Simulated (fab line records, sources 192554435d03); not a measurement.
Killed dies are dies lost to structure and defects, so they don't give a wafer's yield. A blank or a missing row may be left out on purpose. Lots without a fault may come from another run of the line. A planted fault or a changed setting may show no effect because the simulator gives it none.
Split-lot experiment | flow n5_finfet | 7 lots, 21 wafers read, on a route of 1938 steps

THE SPLIT
At N5_BEOL_M6_COAT_71 (time 60 s, resist thk 5 nm), the setting spin_rpm was moved away from the recipe's 1500 rpm on 6 of the 21 wafers read, by -10.6% to +10.2%. The other wafers ran this setting at the recipe's value.

FROM THE SPLIT TO THE READING: what the file shows between them, 5 steps
- N5_BEOL_M6_EXPOSE_25: exposes mask V5, target cd 40 nm (also split here: dose_mj)
- N5_BEOL_M6_PEB_26: peb time 60 s
- N5_BEOL_M6_DEVELOP_27: develop time 30 s
- N5_BEOL_M6_CD_MEAS_28: target cd 40 nm
- N5_BEOL_M6_DESCUM_33: chemistry O2, time 7 s

THE READING
etch.depth_nm (the simulator's own value, which no gauge read), in nm, at N5_BEOL_M6_ETCH_72 (etches underlayer in N2/H2, target depth 6.5 nm, time 5.2 s). The file gives no usual value for it. The 15 wafers here that ran the recipe average 4.992 nm, standard deviation 0.011 nm.

wafer  | tool, chamber at the split | spin_rpm as run, rpm | against the recipe | etch.depth_nm, nm | against lot-mates on the recipe
L079.4 | litho_track-01, 0          | 1653                 | +10.2%             | 4.763             | -0.238
L079.5 | litho_track-01, 0          | 1653                 | +10.2%             | 4.758             | -0.243
L079.6 | litho_track-01, 0          | 1500                 | recipe             | 5.001             | -
L089.1 | litho_track-02, 0          | 1500                 | recipe             | 4.976             | -
L089.3 | litho_track-02, 0          | 1500                 | recipe             | 4.976             | -
L089.2 | litho_track-02, 0          | 1500                 | recipe             | 4.967             | -
L090.1 | litho_track-02, 0          | 1341                 | -10.6%             | 5.29              | +0.287
L090.2 | litho_track-02, 0          | 1500                 | recipe             | 5.009             | -
L090.3 | litho_track-02, 0          | 1500                 | recipe             | 4.997             | -
L092.1 | litho_track-01, 0          | 1500                 | recipe             | 5                 | -
L092.2 | litho_track-01, 0          | 1500                 | recipe             | 4.985             | -
L092.4 | litho_track-01, 0          | 1353                 | -9.8%              | 5.268             | +0.276
L091.2 | litho_track-04, 0          | 1500                 | recipe             | 4.992             | -
L091.4 | litho_track-04, 0          | 1500                 | recipe             | 5.001             | -
L091.6 | litho_track-04, 0          | 1500                 | recipe             | 5                 | -
L093.3 | litho_track-02, 0          | 1500                 | recipe             | 4.995             | -
L093.5 | litho_track-02, 0          | 1500                 | recipe             | 5                 | -
L093.6 | litho_track-02, 0          | 1500                 | recipe             | 4.994             | -
L095.2 | litho_track-02, 0          | 1500                 | recipe             | 4.985             | -
L095.3 | litho_track-02, 0          | 1636                 | +9.1%              | 4.787             | -0.198
L095.4 | litho_track-02, 0          | 1636                 | +9.1%              | 4.782             | -0.203

THE FIT
A straight line over all 21 wafers: etch.depth_nm changes by -0.0249 nm for each +1% of spin_rpm; r = -0.99; the points scatter about the line by 0.016 nm.
The same after taking each lot's own level away (the mean of its wafers on the recipe; 21 wafers): -0.0248 nm for each +1%; r = -1.00; scatter 0.012 nm.
On that fit, the largest move of spin_rpm shifts the reading by 0.26 nm.
The lots' own levels span 4.9730 to 5.0030 nm, that is 2.7 times the standard deviation above.
So the lot-to-lot level changes the slope little: the two slopes agree.
Check: with one of the wafers moved furthest among these (-10.6%) left out of the fit, the line predicts +0.262 nm for it against its lot-mates. It came out at +0.287 nm against them.

OTHER SPLITS ON THESE WAFERS
These wafers also went through other splits before the reading. Each is held against what the fit with the lots' levels taken away leaves over:
other split on the same wafers | wafers away from the commonest value | r with etch.depth_nm (lot level and that fit taken away)
N5_BEOL_M3_EXPOSE_25 dose_mj   | 7                                    | +0.25
N5_BEOL_M4_DESCUM_33 time_s    | 8                                    | +0.34
N5_BEOL_M6_EXPOSE_25 dose_mj   | 7                                    | +0.09

THE FILE'S OWN FIT
etch.depth_nm changes by -0.0254 nm for each +1% of spin_rpm, r = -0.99.
